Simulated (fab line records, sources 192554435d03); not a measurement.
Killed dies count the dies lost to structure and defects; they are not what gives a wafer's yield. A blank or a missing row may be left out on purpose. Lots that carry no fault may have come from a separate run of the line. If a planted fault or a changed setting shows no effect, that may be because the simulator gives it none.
Problem report, 8D (eight disciplines) form, completed by code || flow n5_finfet || the parts of the form that need people (team, actions taken, sign-off) are left out

== 1. THE ISSUE ==
Wafers without a fault read 5.30 s, standard deviation 0.13; etch_rf_on_time_s at N5_BEOL_M5_ETCH_72 reads a mean of 3.29 s on 6 wafers belonging to 2 lots. Measured from the usual mean, that is -15 standard deviations.
The step: etches underlayer in N2/H2, target depth 6.5 nm, time 5.2 s.
The first sign was on wafer L306.2 at day 10 07:32, on rie_diel-01. The record has a number at this step for 30 wafers belonging to 10 lots. Rule for "out", or "out of limits": more than 4 standard deviations from the usual mean. The rest of the wafers with a number are treated as sound.

== 2. WHAT IT IS; WHAT IT IS NOT ==
{"question": "which readings at this step", "is": "etch_rf_on_time_s", "is not": "drypump_motor_current_A, rf_vpp_V, showerhead_plenum_p_Torr, throttle_valve_pct"}
{"question": "which lots", "is": "L306, L308", "is not": "L299, L300, L313, L314, L318, L320, L321, L322"}
{"question": "which wafers of those lots", "is": "all that have a number", "is not": "-"}
{"question": "read on which tools", "is": "rie_diel-01", "is not": "rie_diel-03, rie_diel-04"}
{"question": "when", "is": "from day 10 07:32", "is not": "up to then (6 sound wafers); but 18 sound wafers of L313, L314, L318, L320, L321, L322 came after"}

== 3. WHAT RULES OUT EACH SUSPECT ==
Counting: a tool stays on the suspect list if, at a process step up to the reading, it processed all lots that are out and no sound lot following the first of them.
- rie_diel-01 at N5_BEOL_M5_ETCH_72 (etches underlayer in N2/H2, target depth 6.5 nm, time 5.2 s): kept. It processed each lot that is out, first L306 at day 10 07:32, and no sound lot thereafter; up to then, the last sound lot it processed was L300 at day 8 07:16. On those wafers its own readings are out: etch_rf_on_time_s.
Remaining after the count: rie_diel-01 at N5_BEOL_M5_ETCH_72.

== 4. THE CAUSE (what the simulator had put in) ==
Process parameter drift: rie_diel-01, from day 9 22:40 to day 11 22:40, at N5_BEOL_M5_ETCH_72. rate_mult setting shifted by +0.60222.
This tool alone remained once counting was done.

== 5. SEQUENCE OF EFFECTS, ordered by route ==
Each row: a reading whose mean over the struck wafers that have a number lies more than 3 standard deviations from the usual. Only readings for which the record gives a usual standard deviation are gone through. hours: the time from each lot's start at the first step in this table that gives one to its start at this step, as a median over the lots. sigmas: the change in usual standard deviations.
{"hours": 0, "step": "N5_BEOL_M5_ETCH_72", "reading": "etch_rf_on_time_s", "usual": "5.30 s", "on struck wafers": 3.29, "change": -2.01, "sigmas": -15}
{"hours": 0, "step": "N5_BEOL_M5_ETCH_72", "reading": "oes_product_au", "usual": "0.64 a.u.", "on struck wafers": 0.85, "change": "+0.21", "sigmas": "+4.6"}
Process steps it contains:
- N5_BEOL_M5_ETCH_72: etches underlayer in N2/H2, target depth 6.5 nm, time 5.2 s.
At these later measuring or inspecting steps, every struck wafer for which the step has a row has a number for every such reading, and none has moved that far: N5_BEOL_M5_CD_MEAS_18.

== 6. HOW IT WOULD HAVE BEEN CAUGHT EARLIER ==
The fault began at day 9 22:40; the first out-of-limits reading in this record came at day 10 07:32, 9 hours later.
